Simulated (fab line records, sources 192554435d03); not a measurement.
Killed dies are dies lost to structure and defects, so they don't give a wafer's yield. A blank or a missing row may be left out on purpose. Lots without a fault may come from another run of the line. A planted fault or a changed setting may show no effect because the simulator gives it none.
A struck lot beside a sound one | flow n5_finfet | 14 steps out of a route of 1938
Sound: wafers L144.1, L144.3, L144.6. Struck: wafers L147.2, L147.4, L147.6. The cause comes at the end.
At each step with rows: each side's tool, then ch and its chambers, then its first start. Under that, the readings that differ: sound wafers | struck wafers | difference of the means | sigmas: that difference in standard deviations of wafers without a fault.
alike: readings whose means differ by less than 2 such deviations, and words and numbers that are the same on both sides. not compared: withheld readings, readings that some wafer has no value for, bounds like >300 that may hide the same value, and numbers for which the record gives no deviation and whose values overlap.
The two part at a step that has a row with sigmas, a row that says differs or no value, or rows on one side only. Numbers that don't overlap but have no deviation are shown without sigmas and don't part them. A reading that every wafer of one side lacks parts them only if that side has two wafers or more.

N5_BEOL_M7_ILD_DEP_00: deposits SiCOH lowk from DEMS/porogen, target thk 179.75 nm, time 33.4 s.
  sound on pecvd-01 ch 1,2, day 13 10:17; struck on pecvd-02 ch 1,2, day 14 02:35
  alike: heater_power_w, showerhead_plenum_p_Torr, showerhead_vpp_V, throttle_valve_pct
N5_BEOL_M7_CURE_74: cures SiCOH lowk, time 240 s.
  sound on uv_cure-02 ch 0, day 13 10:20; struck on uv_cure-02 ch 2, day 14 02:44
  alike: lamp_power_pct, wafer_temp_C_max
N5_BEOL_M7_THK_MEAS_01:
  sound on film_metro-02, day 13 10:52; struck on film_metro-01, day 14 03:10
  reading         | sound             | struck            | difference | sigmas
  M7_ILD_THK (nm) | 151.3 151.2 153.0 | 156.3 160.4 156.6 | +5.9       | +3
N5_BEOL_M7_PECVD_70: deposits SiO2 from TEOS/O2, target thk 20 nm, time 22.7 s.
  sound on pecvd-03 ch 0,1,2, day 13 10:53; struck on pecvd-01 ch 0,1, day 14 03:13
  alike: heater_power_w, showerhead_plenum_p_Torr, showerhead_vpp_V, throttle_valve_pct
N5_BEOL_M7_HM_DEP_02: deposits TiN, target thk 20 nm.
  sound on pvd_sputter-02, day 13 11:08; struck on pvd_sputter-01, day 14 05:21
  alike: throttle_valve_pct
then, 7 steps without rows for these wafers: N5_BEOL_M7_COAT_59 (time 60 s, resist thk 100 nm); N5_BEOL_M7_COAT_60 (time 60 s, resist thk 35 nm); N5_BEOL_M7_COAT_05 (resist thk 90 nm); N5_BEOL_M7_EBR_07; N5_BEOL_M7_SOFTBAKE_06 (time 60 s); N5_BEOL_M7_EXPOSE_08 (exposes mask M7); N5_BEOL_M7_PEB_09 (peb time 60 s).
N5_BEOL_M7_DEVELOP_10: develop time 30 s.
  sound on litho_track-02 ch 0, day 13 11:34; struck on litho_track-02, day 14 05:47
  no value came back on the struck wafers for chill_plate_temp_C (C), develop_time_s (s); on the sound wafers chill_plate_temp_C (C) reads 23.12 22.99 23.09
  reading                                      | sound          | struck     | difference | sigmas
  model.CAR-ArF_of_BEOL_M7_COAT_05.thk_nm (nm) | 88.6 88.8 88.6 | 90 90 89.8 | +1         |
N5_BEOL_M7_CD_MEAS_11: target cd 38.5 nm.
  sound on cd_sem-03 ch 0, day 13 11:37; struck on cd_sem-03 ch 0, day 14 05:51
  reading    | sound          | struck | difference                    | sigmas
  cd_nm (nm) | 38.5 38.4 38.1 | - - -  | no value on the struck wafers |

WHERE THEY PART
First at N5_BEOL_M7_THK_MEAS_01; last, within this record, at N5_BEOL_M7_CD_MEAS_11.

WHY: what the simulator had put in
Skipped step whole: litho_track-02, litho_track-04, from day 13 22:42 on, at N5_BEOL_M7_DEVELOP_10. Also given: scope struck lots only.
